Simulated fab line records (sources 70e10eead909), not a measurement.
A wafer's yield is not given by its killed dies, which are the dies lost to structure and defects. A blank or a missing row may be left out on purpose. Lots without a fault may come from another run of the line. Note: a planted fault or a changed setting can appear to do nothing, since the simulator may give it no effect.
Problem report, 8D (eight disciplines) form, completed by code :: flow nand_harc :: the parts of the form that need people (team, actions taken, sign-off) are left out

## 1. WHAT IS WRONG
thk_nm at NHARC_A_DECK1_JOINT_THK_MEAS_17 reads a mean of 61.5 nm on 4 wafers of 3 lots; wafers without a fault read 45.3 nm with a standard deviation of 1.2. That puts it +14 standard deviations away from the usual mean.
The step: measures by ellipsometry.
Earliest sighting: wafer L689.4 on film_metro-02 at day 18 10:47. The record has a number at this step for 39 wafers belonging to 13 lots. The rule behind "out" and "out of limits": a value lying over 4 standard deviations away from the usual mean. Any other wafer with a number is counted as sound.

## 2. WHAT IT IS, WHAT IT ISN'T
question: which readings at this step
is: thk_nm
is not: -

question: which lots
is: L688, L689, L691
is not: L675, L676, L678, L679, L680, L682, L683, L694, L695, L697

question: which wafers of those lots
is: L688.4, L689.4, L689.6, L691.6
is not: L688.1, L688.5, L689.1, L691.2, L691.3

question: read on which gauges
is: film_metro-01, film_metro-02
is not: -

question: when
is: from day 18 10:47
is not: up to then (22 sound wafers); but 13 sound wafers of L688, L691, L694, L695, L697 came after

## 3. SUSPECTS, AND WHAT RULES EACH OUT
Counting: any tool at a process step up to the reading remains a suspect provided it ran every lot that is out. Sound lots after the first of them don't rule it out here, since some wafers of a struck lot are sound.
- ruled out: the gauge at NHARC_A_DECK1_JOINT_THK_MEAS_17. Those wafers that are out were read across 2 gauges (film_metro-01, film_metro-02).
- pecvd-01 at NHARC_A_DECK1_JOINT_DEP_16 (deposits SiO2, target thk 45 nm): kept. Ran every lot that is out, first one L689 (day 18 10:31); last sound lot up to then L683 (day 16 17:29).
Remaining after the count: pecvd-01 at NHARC_A_DECK1_JOINT_DEP_16.

## 4. THE CAUSE (what the simulator had put in)
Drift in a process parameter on pecvd-01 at NHARC_A_DECK1_JOINT_DEP_16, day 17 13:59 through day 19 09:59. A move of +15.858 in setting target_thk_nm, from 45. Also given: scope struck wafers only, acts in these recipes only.
After counting, this tool was the only one left.

## 5. THE CHAIN OF EFFECTS, in route order
Each row: a reading where the mean over the struck wafers with a number is more than 3 standard deviations away from the usual. Only readings whose record carries a usual standard deviation are examined. hours: median over the lots of the time between each lot's start at the first step of this table that gives one and its start at this step. sigmas: the change, counted in usual standard deviations.
hours: 0
step: NHARC_A_DECK1_JOINT_THK_MEAS_17
reading: thk_nm
usual: 45.3 nm
on struck wafers: 61.5
change: +16.2
sigmas: +14
Later measuring or inspecting steps at which every struck wafer that the step has a row for has a number for every such reading, and none has moved that far: NHARC_A_DECK1_JOINT_INSPECT_05.

## 6. HOW IT WOULD HAVE BEEN CAUGHT EARLIER
21 hours passed between the start of the fault at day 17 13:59 and the first reading out of limits at a measuring or inspecting step in this record, taken at day 18 10:47.
No tool reading at NHARC_A_DECK1_JOINT_DEP_16 that has a usual standard deviation in the record was out on any struck wafer, so an alarm limit of 4 standard deviations on those readings would not have fired.
L688, L691, from the lots that are out (3), started NHARC_A_DECK1_JOINT_DEP_16 on pecvd-01 later than day 18 10:47. A hold on the tool at that time would have spared those 2.
